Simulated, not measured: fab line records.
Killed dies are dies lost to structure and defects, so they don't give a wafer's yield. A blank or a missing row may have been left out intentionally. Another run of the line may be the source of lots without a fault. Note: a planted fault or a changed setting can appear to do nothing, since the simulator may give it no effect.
Struck lot and sound lot, side by side / flow nand-harc / 15 out of 1302 route steps
Sound: wafers L415.2, L415.4, L415.6. Struck: wafer L424.1 (left out: L424.2, L424.4 of the same lot, which were not struck); the cause appears at the end.
At each step with rows: each side's tool, then ch and its chambers, then its first start. Under that, the readings that differ: sound wafers / struck wafers / difference of the means / sigmas: that difference in standard deviations of wafers without a fault.
alike: readings whose means differ by less than 2 such deviations, and words and numbers that are the same on both sides. not compared: withheld readings, readings that some wafer has no value for, bounds like >300 that may hide the same value, and numbers for which the record gives no deviation and whose values overlap.
Wherever a step has rows on one side only, a row that says differs or no value, or a row with sigmas, the two part there. Non-overlapping numbers with no deviation appear without sigmas and do not part them. A reading missing from all wafers of one side parts the sides only when that side holds two or more wafers.

first, 3 steps without rows for these wafers: NHARC_THIN_TSV_EXPOSE_09 (exposes mask TSV); NHARC_THIN_TSV_PEB_10 (peb time 85 s); NHARC_THIN_TSV_DEVELOP_11 (time 70 s).
NHARC_THIN_TSV_CD_MEAS_12 targets a cd of 1000 nm.
  sound on cd-sem-01 ch 0, day 25 02:51; struck on cd-sem-02 ch 0, day 29 16:21
  alike: cd-nm
then, 1 step without rows for these wafers: NHARC_THIN_TSV_HARDBAKE_13 (time 80 s).
NHARC_THIN_TSV_DESCUM_14: chemistry O2, time 3 s.
  sound on rie-diel-12 ch 0,1, day 25 03:01; struck on rie-diel-11 ch 1, day 29 16:31
  alike: drypump-motor-current-A, o2-flow-sccm, oes-product-au, rf-vpp-V, showerhead-plenum-p-Torr, throttle-valve-pct
  not compared: rf-hours-counter-h
NHARC_THIN_TSV_ETCH_44: etches the open film in CF4/O2, target depth 1594.2 nm, time 797.1 s.
  sound on rie-diel-12 ch 1,2,3, day 25 03:05; struck on rie-diel-11 ch 3, day 29 16:36
  alike: drypump-motor-current-A, o2-flow-sccm, oes-product-au, rf-vpp-V, showerhead-plenum-p-Torr, throttle-valve-pct
  not compared: rf-hours-counter-h
then, 1 step without rows for these wafers: NHARC_THIN_TSV_ETCH_15 (target depth 3000 nm, bosch target overetch cycles 2, bosch etch step 2.8 s).
NHARC_THIN_TSV_CD_MEAS_16:
  sound on cd-sem-03, day 25 03:49; struck on cd-sem-02, day 29 17:19
  alike: cd-nm
NHARC_THIN_TSV_STRIP_45: strips in O2.
  sound on plasma-asher-02 ch 0,1, day 25 03:53; struck on plasma-asher-02 ch 0, day 29 17:23
reading=rf-refl-power-W (W); sound=- - -; struck=16.8; difference=no value on the sound wafers; sigmas=
  alike: drypump-motor-current-A, heater-power-w
  not compared: rf-hours-counter-h
then, 1 step without rows for these wafers: NHARC_THIN_TSV_STRIP_46 (strips in post etch residue remover, time 1200 s).
NHARC_THIN_TSV_DEP_47: deposits SiO2, target thk 200 nm.
  sound on pecvd-02 ch 0,1, day 25 04:43; struck on pecvd-04 ch 0, day 29 18:11
reading=showerhead-vpp-V (V); sound=1746 1786 1741; struck=2002; difference=+244; sigmas=+3
reading=throttle-valve-pct (%); sound=16.4 16.3 16.3; struck=15.3; difference=-1.0; sigmas=-2
NHARC_THIN_TSV_ETCHBACK_48: etches the open film in C4F8/Ar, target depth 1028.5 nm, time 405.17 s.
  sound on rie-diel-09 ch 0,1,3, day 25 05:05; struck on rie-diel-09 ch 1, day 29 18:35
reading=oes-product-au (a.u.); sound=0.92 0.93 0.92; struck=1.02; difference=+0.10; sigmas=+3
reading=over-etch-frac; sound=0.3 0.3 0.3; struck=0.16149; difference=-0.13851; sigmas=
  alike: rf-vpp-V
  not compared: rf-hours-counter-h
NHARC_THIN_TSV_STRIP_62: strips in N2/H2, time 20 s.
  sound on plasma-asher-02 ch 0,1, day 25 05:31; struck on plasma-asher-01 ch 1, day 29 18:56
  alike: drypump-motor-current-A, heater-power-w
  not compared: rf-hours-counter-h, rf-refl-power-W
NHARC_END_SORT_01:
  sound on prober-02 ch 0, day 25 21:01; struck on prober-02 ch 0, day 30 07:17
reading=killed-at-other; sound=0 0 1; struck=2; difference=+2; sigmas=+2
reading=killed-at-periphery; sound=1 3 2; struck=8; difference=+6; sigmas=+2
  alike: defect-limited-yield, killed-at-array, killed-dies, killed-open, killed-short, sort_bin_2_pct, sort_bin_3_pct, sort_bin_4_pct, sort-n-pass, sort-rim-yield-pct, sort-yield-pct

== WHERE THEY PART ==
First at NHARC_THIN_TSV_STRIP_45; last, within this record, at NHARC_END_SORT_01.

WHY: whatever the simulator had introduced
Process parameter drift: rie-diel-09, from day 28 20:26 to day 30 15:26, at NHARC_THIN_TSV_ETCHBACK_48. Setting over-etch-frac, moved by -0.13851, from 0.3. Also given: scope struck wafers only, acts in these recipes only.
